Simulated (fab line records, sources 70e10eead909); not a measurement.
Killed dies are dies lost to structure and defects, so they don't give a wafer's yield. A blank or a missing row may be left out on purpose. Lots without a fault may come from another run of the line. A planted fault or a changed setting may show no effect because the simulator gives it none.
Which tool did it? | flow nand_harc | 23 lots, 69 wafers sampled, at 6 steps of a route of 1302

WHAT THE GAUGES READ, wafer by wafer
The record holds no reading of a measuring or inspecting step that can be judged against a usual standard deviation.

WHICH TOOL RAN EACH LOT (tool, then ch and the chambers of the sampled wafers, then the start)
lot  | NHARC_A_STAIRCASE_TRIM_16                     | NHARC_A_STAIRCASE_TRIM_189                    | NHARC_A_STAIRCASE_TRIM_191                    | NHARC_A_STAIRCASE_ETCH_192                    | NHARC_A_STAIRCASE_TRIM_226                    | NHARC_A_STAIRCASE_STRIP_238
L074 | rie_diel-01 ch 0,2,3, day 15 14:46 or earlier | rie_diel-04 ch 0,1,2, day 15 14:46 or earlier | rie_diel-04 ch 0,2,3, day 15 14:46 or earlier | rie_diel-04 ch 0,1,2, day 15 14:46 or earlier | rie_diel-04 ch 0,1, day 15 14:46 or earlier   | plasma_asher-02 ch 0,1, day 15 14:46
L075 | rie_diel-09 ch 0,1, day 16 11:59 or earlier   | rie_diel-01 ch 0,2,3, day 16 11:59 or earlier | rie_diel-01 ch 0,2,3, day 16 11:59 or earlier | rie_diel-01 ch 2,3, day 16 11:59 or earlier   | rie_diel-09 ch 0,1,3, day 16 11:59 or earlier | plasma_asher-01 ch 0,1, day 16 11:59
L076 | rie_diel-01 ch 2,3, day 17 03:59 or earlier   | rie_diel-09 ch 0,3, day 17 03:59 or earlier   | rie_diel-09 ch 0,2, day 17 03:59 or earlier   | rie_diel-09 ch 0,1, day 17 03:59 or earlier   | rie_diel-04 ch 1,2, day 17 03:59 or earlier   | plasma_asher-01 ch 0,1, day 17 03:59
L078 | rie_diel-04 ch 1,2,3, day 18 03:20 or earlier | rie_diel-04 ch 0,2,3, day 18 03:20 or earlier | rie_diel-04 ch 2,3, day 18 03:20 or earlier   | rie_diel-04 ch 0,2, day 18 03:20 or earlier   | rie_diel-09 ch 2,3, day 18 03:20 or earlier   | plasma_asher-01 ch 0,1, day 18 03:20
L079 | rie_diel-09 ch 1,3, day 18 04:35 or earlier   | rie_diel-04 ch 0,2, day 18 04:35 or earlier   | rie_diel-04 ch 0,1,2, day 18 04:35 or earlier | rie_diel-04 ch 2,3, day 18 04:35 or earlier   | rie_diel-04 ch 1,2,3, day 18 04:35 or earlier | plasma_asher-01 ch 1, day 18 04:35
L080 | rie_diel-01 ch 0,1,3, day 18 05:14 or earlier | rie_diel-04 ch 0,2,3, day 18 05:14 or earlier | rie_diel-04 ch 1,2,3, day 18 05:14 or earlier | rie_diel-04 ch 2,3, day 18 05:14 or earlier   | rie_diel-01 ch 1,2,3, day 18 05:14 or earlier | plasma_asher-01 ch 1, day 18 05:14
L081 | rie_diel-01 ch 0,1,2, day 19 01:47 or earlier | rie_diel-04 ch 0,3, day 19 01:47 or earlier   | rie_diel-04 ch 0,2, day 19 01:47 or earlier   | rie_diel-04 ch 0,2,3, day 19 01:47 or earlier | rie_diel-09 ch 0,1,3, day 19 01:47 or earlier | plasma_asher-01 ch 0,1, day 19 01:47
L082 | rie_diel-04 ch 0,2,3, day 19 06:53 or earlier | rie_diel-04 ch 0,3, day 19 06:53 or earlier   | rie_diel-04 ch 0,3, day 19 06:53 or earlier   | rie_diel-04 ch 0,2, day 19 06:53 or earlier   | rie_diel-01 ch 0,3, day 19 06:53 or earlier   | plasma_asher-01 ch 0,1, day 19 06:53
L083 | rie_diel-01 ch 1,2, day 19 16:17 or earlier   | rie_diel-01 ch 0,2, day 19 16:17 or earlier   | rie_diel-01 ch 1,3, day 19 16:17 or earlier   | rie_diel-01 ch 0,2, day 19 16:17 or earlier   | rie_diel-09 ch 0,1,2, day 19 16:17 or earlier | plasma_asher-01 ch 0,1, day 19 16:17
L085 | rie_diel-09 ch 1,2,3, day 20 14:33 or earlier | rie_diel-09 ch 0,2,3, day 20 14:33 or earlier | rie_diel-09 ch 0,1,2, day 20 14:33 or earlier | rie_diel-09 ch 0,1,3, day 20 14:33 or earlier | rie_diel-09 ch 1,2,3, day 20 14:33 or earlier | plasma_asher-01 ch 0,1, day 20 14:33
L084 | rie_diel-01 ch 0,1,3, day 20 14:43 or earlier | rie_diel-09 ch 2,3, day 20 14:43 or earlier   | rie_diel-09 ch 0,2,3, day 20 14:43 or earlier | rie_diel-09 ch 2,3, day 20 14:43 or earlier   | rie_diel-09 ch 2,3, day 20 14:43 or earlier   | plasma_asher-02 ch 0,1, day 20 14:43
L086 | rie_diel-01 ch 0,3, day 20 21:53 or earlier   | rie_diel-04 ch 0,3, day 20 21:53 or earlier   | rie_diel-04 ch 0,1, day 20 21:53 or earlier   | rie_diel-04 ch 1,2,3, day 20 21:53 or earlier | rie_diel-09 ch 0,2,3, day 20 21:53 or earlier | plasma_asher-02 ch 0,1, day 20 21:53
L087 | rie_diel-09 ch 0,1, day 21 05:35 or earlier   | rie_diel-04 ch 1,3, day 21 05:35 or earlier   | rie_diel-04 ch 2,3, day 21 05:35 or earlier   | rie_diel-04 ch 0,1, day 21 05:35 or earlier   | rie_diel-04 ch 2,3, day 21 05:35 or earlier   | plasma_asher-01 ch 0,1, day 21 05:35
L089 | rie_diel-01 ch 0,1,2, day 22 08:42 or earlier | rie_diel-04 ch 0,2,3, day 22 08:42 or earlier | rie_diel-04 ch 0,1,2, day 22 08:42 or earlier | rie_diel-04 ch 2,3, day 22 08:42 or earlier   | rie_diel-09 ch 0,2, day 22 08:42 or earlier   | plasma_asher-02 ch 0,1, day 22 08:42
L088 | rie_diel-04 ch 0,1,3, day 22 08:50 or earlier | rie_diel-09 ch 0,3, day 22 08:50 or earlier   | rie_diel-09 ch 0,1,2, day 22 08:50 or earlier | rie_diel-09 ch 0,2, day 22 08:50 or earlier   | rie_diel-09 ch 0,3, day 22 08:50 or earlier   | plasma_asher-01 ch 0,1, day 22 08:50
L090 | rie_diel-01 ch 0,2, day 22 19:11 or earlier   | rie_diel-09 ch 0,1,3, day 22 19:11 or earlier | rie_diel-09 ch 0,3, day 22 19:11 or earlier   | rie_diel-09 ch 0,1, day 22 19:11 or earlier   | rie_diel-01 ch 1,2,3, day 22 19:11 or earlier | plasma_asher-02 ch 0,1, day 22 19:11
L091 | rie_diel-09 ch 0,1,3, day 22 18:47 or earlier | rie_diel-01 ch 0,1,2, day 22 18:47 or earlier | rie_diel-01 ch 0,2,3, day 22 18:47 or earlier | rie_diel-01 ch 0,1,3, day 22 18:47 or earlier | rie_diel-01 ch 0,2,3, day 22 18:47 or earlier | plasma_asher-02 ch 0,1, day 22 18:47
L092 | rie_diel-04 ch 1,2, day 23 09:14 or earlier   | rie_diel-01 ch 1,3, day 23 09:14 or earlier   | rie_diel-01 ch 0,1, day 23 09:14 or earlier   | rie_diel-01 ch 0,3, day 23 09:14 or earlier   | rie_diel-09 ch 1,3, day 23 09:14 or earlier   | plasma_asher-01 ch 0,1, day 23 09:14
L094 | rie_diel-09 ch 0,2,3, day 24 06:11 or earlier | rie_diel-01 ch 0,2,3, day 24 06:11 or earlier | rie_diel-01 ch 1,2,3, day 24 06:11 or earlier | rie_diel-01 ch 1,2,3, day 24 06:11 or earlier | rie_diel-01 ch 0,2,3, day 24 06:11 or earlier | plasma_asher-02 ch 0,1, day 24 06:11
L093 | rie_diel-09 ch 0,1, day 24 06:11 or earlier   | rie_diel-09 ch 0,1,3, day 24 06:11 or earlier | rie_diel-09 ch 0,1,2, day 24 06:11 or earlier | rie_diel-09 ch 0,1,2, day 24 06:11 or earlier | rie_diel-01 ch 0,2, day 24 06:11 or earlier   | plasma_asher-01 ch 0,1, day 24 06:11
L095 | rie_diel-09 ch 0,1, day 25 01:00 or earlier   | rie_diel-04 ch 0,1,3, day 25 01:00 or earlier | rie_diel-04 ch 0,3, day 25 01:00 or earlier   | rie_diel-04 ch 0,1,3, day 25 01:00 or earlier | rie_diel-09 ch 0,3, day 25 01:00 or earlier   | plasma_asher-02 ch 0,1, day 25 01:00
L096 | rie_diel-01 ch 1,2, day 25 04:02 or earlier   | rie_diel-01 ch 0,2,3, day 25 04:02 or earlier | rie_diel-01 ch 0,1,3, day 25 04:02 or earlier | rie_diel-01 ch 1,2,3, day 25 04:02 or earlier | rie_diel-04 ch 0,1, day 25 04:02 or earlier   | plasma_asher-02 ch 0,1, day 25 04:02
L097 | rie_diel-04 ch 0,1, day 25 05:47 or earlier   | rie_diel-09 ch 2,3, day 25 05:47 or earlier   | rie_diel-09 ch 0,2, day 25 05:47 or earlier   | rie_diel-09 ch 2,3, day 25 05:47 or earlier   | rie_diel-09 ch 0,3, day 25 05:47 or earlier   | plasma_asher-01 ch 0,1, day 25 05:47
- NHARC_A_STAIRCASE_TRIM_16: chemistry O2, time 211.2 s.
- NHARC_A_STAIRCASE_TRIM_189: chemistry O2, time 211.2 s.
- NHARC_A_STAIRCASE_TRIM_191: chemistry O2, time 211.2 s.
- NHARC_A_STAIRCASE_ETCH_192: etches the open film in C4F8/O2, target depth 100 nm, time 40.5 s.
- NHARC_A_STAIRCASE_TRIM_226: chemistry O2, time 211.2 s.
- NHARC_A_STAIRCASE_STRIP_238: strips in O2.

WHAT THE TOOLS THEMSELVES READ (means of the sampled wafers that have a number; where no wafer has one, the mark that the record gives instead)
NHARC_A_STAIRCASE_TRIM_16. Usual: drypump_motor_current_A 5.6 A, standard deviation 0.42; oes_product_au 1.002 a.u., standard deviation 0.0086; rf_vpp_V 57.6 V, standard deviation 0.9; showerhead_plenum_p_Torr 3.49 Torr, standard deviation 0.15; throttle_valve_pct 17.036 %, standard deviation 0.0095.
lot  | tool        | drypump_motor_current_A (A) | oes_product_au (a.u.) | rf_vpp_V (V) | showerhead_plenum_p_Torr (Torr) | throttle_valve_pct (%) | flag
L074 | rie_diel-01 | 6.0                         | 0.998                 | 57.7         | 3.43                            | 17.036                 |
L075 | rie_diel-09 | 5.3                         | 0.996                 | 57.1         | 3.55                            | 17.033                 |
L076 | rie_diel-01 | 6.2                         | 0.999                 | 57.9         | 3.44                            | 17.034                 |
L078 | rie_diel-04 | 5.8                         | 1.001                 | 57.3         | 3.66                            | 17.035                 |
L079 | rie_diel-09 | 5.4                         | 1.000                 | 57.2         | 3.66                            | 17.036                 |
L080 | rie_diel-01 | 5.8                         | 0.995                 | 57.3         | 3.33                            | 17.039                 |
L081 | rie_diel-01 | 5.5                         | 0.993                 | 56.8         | 3.40                            | 17.029                 |
L082 | rie_diel-04 | 5.7                         | 1.004                 | 58.1         | 3.61                            | 17.030                 |
L083 | rie_diel-01 | 5.3                         | 0.989                 | 57.6         | 3.41                            | 17.041                 |
L085 | rie_diel-09 | 5.4                         | 1.014                 | 58.0         | 3.57                            | 17.039                 |
L084 | rie_diel-01 | 5.9                         | 0.994                 | 56.8         | 3.32                            | 17.046                 |
L086 | rie_diel-01 | 6.1                         | 1.006                 | 57.9         | 3.31                            | 17.035                 |
L087 | rie_diel-09 | 5.3                         | 1.011                 | 57.7         | 3.59                            | 17.030                 |
L089 | rie_diel-01 | 5.5                         | 1.005                 | 58.1         | 3.39                            | 17.045                 |
L088 | rie_diel-04 | 5.8                         | 0.993                 | 57.7         | 3.61                            | 17.026                 |
L090 | rie_diel-01 | 5.7                         | 0.994                 | 57.8         | 3.38                            | 17.047                 |
L091 | rie_diel-09 | 5.4                         | 1.008                 | 57.7         | 3.59                            | 17.032                 |
L092 | rie_diel-04 | 5.5                         | 1.001                 | 58.3         | 3.57                            | 17.033                 |
L094 | rie_diel-09 | 5.4                         | 1.005                 | 57.7         | 3.50                            | 17.038                 |
L093 | rie_diel-09 | 5.3                         | 1.007                 | 57.1         | 3.58                            | 17.026                 |
L095 | rie_diel-09 | 5.3                         | 1.005                 | 57.8         | 3.57                            | 17.037                 |
L096 | rie_diel-01 | 5.3                         | 1.005                 | 57.2         | 3.38                            | 17.038                 |
L097 | rie_diel-04 | 5.5                         | 0.992                 | 57.0         | 3.49                            | 17.034                 |

NHARC_A_STAIRCASE_TRIM_189. Usual: drypump_motor_current_A 5.6 A, standard deviation 0.41; oes_product_au 1.001 a.u., standard deviation 0.0082; rf_vpp_V 57.9 V, standard deviation 0.84; showerhead_plenum_p_Torr 3.53 Torr, standard deviation 0.15; throttle_valve_pct 17.035 %, standard deviation 0.0094.
lot  | tool        | drypump_motor_current_A (A) | oes_product_au (a.u.) | rf_vpp_V (V) | showerhead_plenum_p_Torr (Torr) | throttle_valve_pct (%) | flag
L074 | rie_diel-04 | 5.5                         | 1.000                 | 57.9         | 3.56                            | 17.037                 |
L075 | rie_diel-01 | 5.9                         | 0.999                 | 58.0         | 3.42                            | 17.053                 |
L076 | rie_diel-09 | 5.2                         | 0.999                 | 57.6         | 3.54                            | 17.039                 |
L078 | rie_diel-04 | 5.7                         | 1.000                 | 58.0         | 3.62                            | 17.028                 |
L079 | rie_diel-04 | 5.4                         | 1.006                 | 57.9         | 3.51                            | 17.040                 |
L080 | rie_diel-04 | 5.7                         | 1.002                 | 58.6         | 3.62                            | 17.038                 |
L081 | rie_diel-04 | 6.0                         | 0.998                 | 57.9         | 3.69                            | 17.035                 |
L082 | rie_diel-04 | 5.7                         | 1.000                 | 57.8         | 3.57                            | 17.039                 |
L083 | rie_diel-01 | 5.6                         | 0.997                 | 57.6         | 3.50                            | 17.036                 |
L085 | rie_diel-09 | 5.4                         | 1.010                 | 57.4         | 3.50                            | 17.034                 |
L084 | rie_diel-09 | 5.4                         | 1.013                 | 58.2         | 3.57                            | 17.030                 |
L086 | rie_diel-04 | 5.7                         | 1.005                 | 58.4         | 3.56                            | 17.034                 |
L087 | rie_diel-04 | 6.1                         | 1.006                 | 58.6         | 3.72                            | 17.047                 |
L089 | rie_diel-04 | 5.7                         | 0.995                 | 57.7         | 3.60                            | 17.033                 |
L088 | rie_diel-09 | 5.2                         | 1.003                 | 58.6         | 3.52                            | 17.033                 |
L090 | rie_diel-09 | 5.3                         | 1.008                 | 58.7         | 3.59                            | 17.035                 |
L091 | rie_diel-01 | 5.5                         | 1.006                 | 57.8         | 3.39                            | 17.034                 |
L092 | rie_diel-01 | 5.7                         | 0.997                 | 57.5         | 3.31                            | 17.027                 |
L094 | rie_diel-01 | 6.0                         | 0.989                 | 58.0         | 3.39                            | 17.029                 |
L093 | rie_diel-09 | 5.3                         | 1.002                 | 57.7         | 3.58                            | 17.033                 |
L095 | rie_diel-04 | 5.8                         | 0.999                 | 57.0         | 3.60                            | 17.035                 |
L096 | rie_diel-01 | 6.0                         | 0.992                 | 57.5         | 3.57                            | 17.022                 |
L097 | rie_diel-09 | 5.5                         | 1.008                 | 58.0         | 3.48                            | 17.030                 |

NHARC_A_STAIRCASE_TRIM_191. Usual: drypump_motor_current_A 5.6 A, standard deviation 0.41; oes_product_au 1.001 a.u., standard deviation 0.0089; rf_vpp_V 57.8 V, standard deviation 0.88; showerhead_plenum_p_Torr 3.53 Torr, standard deviation 0.15; throttle_valve_pct 17.036 %, standard deviation 0.0091.
lot  | tool        | drypump_motor_current_A (A) | oes_product_au (a.u.) | rf_vpp_V (V) | showerhead_plenum_p_Torr (Torr) | throttle_valve_pct (%) | flag
L074 | rie_diel-04 | 5.7                         | 0.988                 | 57.9         | 3.45                            | 17.033                 |
L075 | rie_diel-01 | 6.0                         | 1.001                 | 57.6         | 3.42                            | 17.032                 |
L076 | rie_diel-09 | 5.5                         | 1.005                 | 57.6         | 3.43                            | 17.042                 |
L078 | rie_diel-04 | 6.0                         | 0.999                 | 57.6         | 3.73                            | 17.037                 |
L079 | rie_diel-04 | 5.5                         | 0.994                 | 58.2         | 3.55                            | 17.032                 |
L080 | rie_diel-04 | 5.8                         | 0.998                 | 58.6         | 3.66                            | 17.034                 |
L081 | rie_diel-04 | 5.4                         | 1.001                 | 57.6         | 3.54                            | 17.040                 |
L082 | rie_diel-04 | 6.0                         | 1.004                 | 57.5         | 3.68                            | 17.033                 |
L083 | rie_diel-01 | 5.7                         | 0.998                 | 56.7         | 3.33                            | 17.027                 |
L085 | rie_diel-09 | 5.4                         | 1.003                 | 57.6         | 3.51                            | 17.031                 |
L084 | rie_diel-09 | 5.4                         | 0.999                 | 57.7         | 3.50                            | 17.042                 |
L086 | rie_diel-04 | 5.7                         | 1.006                 | 57.8         | 3.54                            | 17.040                 |
L087 | rie_diel-04 | 6.0                         | 0.999                 | 57.8         | 3.72                            | 17.043                 |
L089 | rie_diel-04 | 5.5                         | 0.999                 | 57.3         | 3.53                            | 17.031                 |
L088 | rie_diel-09 | 5.4                         | 1.009                 | 58.0         | 3.50                            | 17.027                 |
L090 | rie_diel-09 | 5.3                         | 1.008                 | 57.6         | 3.52                            | 17.045                 |
L091 | rie_diel-01 | 5.9                         | 1.003                 | 57.1         | 3.40                            | 17.035                 |
L092 | rie_diel-01 | 5.4                         | 0.991                 | 57.4         | 3.29                            | 17.036                 |
L094 | rie_diel-01 | 5.8                         | 0.996                 | 57.6         | 3.40                            | 17.030                 |
L093 | rie_diel-09 | 5.4                         | 1.009                 | 58.1         | 3.50                            | 17.031                 |
L095 | rie_diel-04 | 6.0                         | 1.000                 | 57.8         | 3.66                            | 17.034                 |
L096 | rie_diel-01 | 5.9                         | 0.989                 | 57.2         | 3.48                            | 17.029                 |
L097 | rie_diel-09 | 5.3                         | 1.005                 | 57.4         | 3.43                            | 17.040                 |

NHARC_A_STAIRCASE_ETCH_192. Usual: oes_product_au 0.941 a.u., standard deviation 0.011; rf_vpp_V 896 V, standard deviation 5.4.
lot  | tool        | oes_product_au (a.u.) | rf_vpp_V (V) | flag
L074 | rie_diel-04 | 0.950                 | 897          |
L075 | rie_diel-01 | 0.946                 | 896          |
L076 | rie_diel-09 | 0.934                 | 898          |
L078 | rie_diel-04 | 0.943                 | 897          |
L079 | rie_diel-04 | 0.940                 | 902          |
L080 | rie_diel-04 | 0.926                 | 902          |
L081 | rie_diel-04 | 0.943                 | 899          |
L082 | rie_diel-04 | 0.944                 | 896          |
L083 | rie_diel-01 | 0.941                 | 894          |
L085 | rie_diel-09 | 0.942                 | 897          |
L084 | rie_diel-09 | 0.951                 | 894          |
L086 | rie_diel-04 | 0.945                 | 900          |
L087 | rie_diel-04 | 0.927                 | 894          |
L089 | rie_diel-04 | 0.943                 | 902          |
L088 | rie_diel-09 | 0.951                 | 892          |
L090 | rie_diel-09 | 0.950                 | 898          |
L091 | rie_diel-01 | 0.932                 | 888          |
L092 | rie_diel-01 | 0.950                 | 888          |
L094 | rie_diel-01 | 0.939                 | 891          |
L093 | rie_diel-09 | 0.953                 | 894          |
L095 | rie_diel-04 | 0.919                 | 898          |
L096 | rie_diel-01 | 0.938                 | 890          |
L097 | rie_diel-09 | 0.942                 | 898          |

NHARC_A_STAIRCASE_TRIM_226. Usual: drypump_motor_current_A 5.6 A, standard deviation 0.38; oes_product_au 1.001 a.u., standard deviation 0.0084; rf_vpp_V 57.7 V, standard deviation 0.96; showerhead_plenum_p_Torr 3.51 Torr, standard deviation 0.15; throttle_valve_pct 17.036 %, standard deviation 0.0094.
lot  | tool        | drypump_motor_current_A (A) | oes_product_au (a.u.) | rf_vpp_V (V) | showerhead_plenum_p_Torr (Torr) | throttle_valve_pct (%) | flag
L074 | rie_diel-04 | 5.7                         | 0.994                 | 57.3         | 3.57                            | 17.048                 |
L075 | rie_diel-09 | 5.3                         | 0.998                 | 58.0         | 3.61                            | 17.043                 |
L076 | rie_diel-04 | 5.5                         | 1.002                 | 57.4         | 3.59                            | 17.037                 |
L078 | rie_diel-09 | 5.4                         | 1.004                 | 57.8         | 3.58                            | 17.038                 |
L079 | rie_diel-04 | 5.8                         | 0.999                 | 57.8         | 3.66                            | 17.032                 |
L080 | rie_diel-01 | 5.8                         | 0.995                 | 56.4         | 3.43                            | 17.039                 |
L081 | rie_diel-09 | 5.3                         | 1.003                 | 58.2         | 3.60                            | 17.035                 |
L082 | rie_diel-01 | 6.0                         | 0.995                 | 56.5         | 3.31                            | 17.038                 |
L083 | rie_diel-09 | 5.4                         | 1.004                 | 57.5         | 3.51                            | 17.034                 |
L085 | rie_diel-09 | 5.4                         | 1.007                 | 58.1         | 3.57                            | 17.041                 |
L084 | rie_diel-09 | 5.4                         | 1.012                 | 58.2         | 3.57                            | 17.030                 |
L086 | rie_diel-09 | 5.4                         | 1.004                 | 57.9         | 3.50                            | 17.039                 |
L087 | rie_diel-04 | 5.7                         | 1.000                 | 58.1         | 3.64                            | 17.028                 |
L089 | rie_diel-09 | 5.5                         | 1.006                 | 57.9         | 3.42                            | 17.037                 |
L088 | rie_diel-09 | 5.3                         | 1.007                 | 58.5         | 3.59                            | 17.040                 |
L090 | rie_diel-01 | 5.8                         | 0.995                 | 56.6         | 3.41                            | 17.026                 |
L091 | rie_diel-01 | 5.9                         | 0.988                 | 57.4         | 3.40                            | 17.041                 |
L092 | rie_diel-09 | 5.3                         | 1.006                 | 57.9         | 3.64                            | 17.042                 |
L094 | rie_diel-01 | 6.0                         | 1.003                 | 57.0         | 3.39                            | 17.039                 |
L093 | rie_diel-01 | 5.6                         | 0.992                 | 57.7         | 3.47                            | 17.039                 |
L095 | rie_diel-09 | 5.2                         | 1.012                 | 57.3         | 3.50                            | 17.031                 |
L096 | rie_diel-04 | 5.5                         | 0.990                 | 56.9         | 3.48                            | 17.043                 |
L097 | rie_diel-09 | 5.3                         | 1.003                 | 57.6         | 3.57                            | 17.029                 |

NHARC_A_STAIRCASE_STRIP_238. Usual: drypump_motor_current_A 5.8 A, standard deviation 0.34; heater_power_w 377 W, standard deviation 30.
lot  | tool            | drypump_motor_current_A (A) | heater_power_w (W) | flag
L074 | plasma_asher-02 | 6.3                         | 359                |
L075 | plasma_asher-01 | 5.6                         | 402                |
L076 | plasma_asher-01 | 5.7                         | 389                |
L078 | plasma_asher-01 | 5.6                         | 397                |
L079 | plasma_asher-01 | 5.8                         | 377                |
L080 | plasma_asher-01 | 5.8                         | 377                |
L081 | plasma_asher-01 | 5.7                         | 392                |
L082 | plasma_asher-01 | 5.7                         | 387                |
L083 | plasma_asher-01 | 5.6                         | 405                |
L085 | plasma_asher-01 | 5.6                         | 386                |
L084 | plasma_asher-02 | 6.0                         | 344                |
L086 | plasma_asher-02 | 6.0                         | 343                |
L087 | plasma_asher-01 | 5.7                         | 392                |
L089 | plasma_asher-02 | 6.2                         | 350                |
L088 | plasma_asher-01 | 5.6                         | 397                |
L090 | plasma_asher-02 | 6.3                         | 353                |
L091 | plasma_asher-02 | 6.2                         | 355                |
L092 | plasma_asher-01 | 5.7                         | 382                |
L094 | plasma_asher-02 | 6.3                         | 356                |
L093 | plasma_asher-01 | 5.7                         | 382                |
L095 | plasma_asher-02 | 6.3                         | 360                |
L096 | plasma_asher-02 | 6.0                         | 339                |
L097 | plasma_asher-01 | 5.7                         | 380                |

THE ANSWER, worked out from the rows above alone
Rule: a lot is off if the mean of its wafers that have a number lies more than 3 standard deviations from the usual mean. A lot without any number at a reading at which 4 lots or more have one is off too. The other lots that the step has rows for count as sound. The gauges are gone through in route order, then the tools' own readings, and for those a lot's mean is taken as printed above. The first step at which some lot is off is used, and at that step the reading that is off furthest; a lot without a number counts as furthest.
No lot is off at any reading shown: from this, nothing can be told.

WHAT THE SIMULATOR HAD PUT IN
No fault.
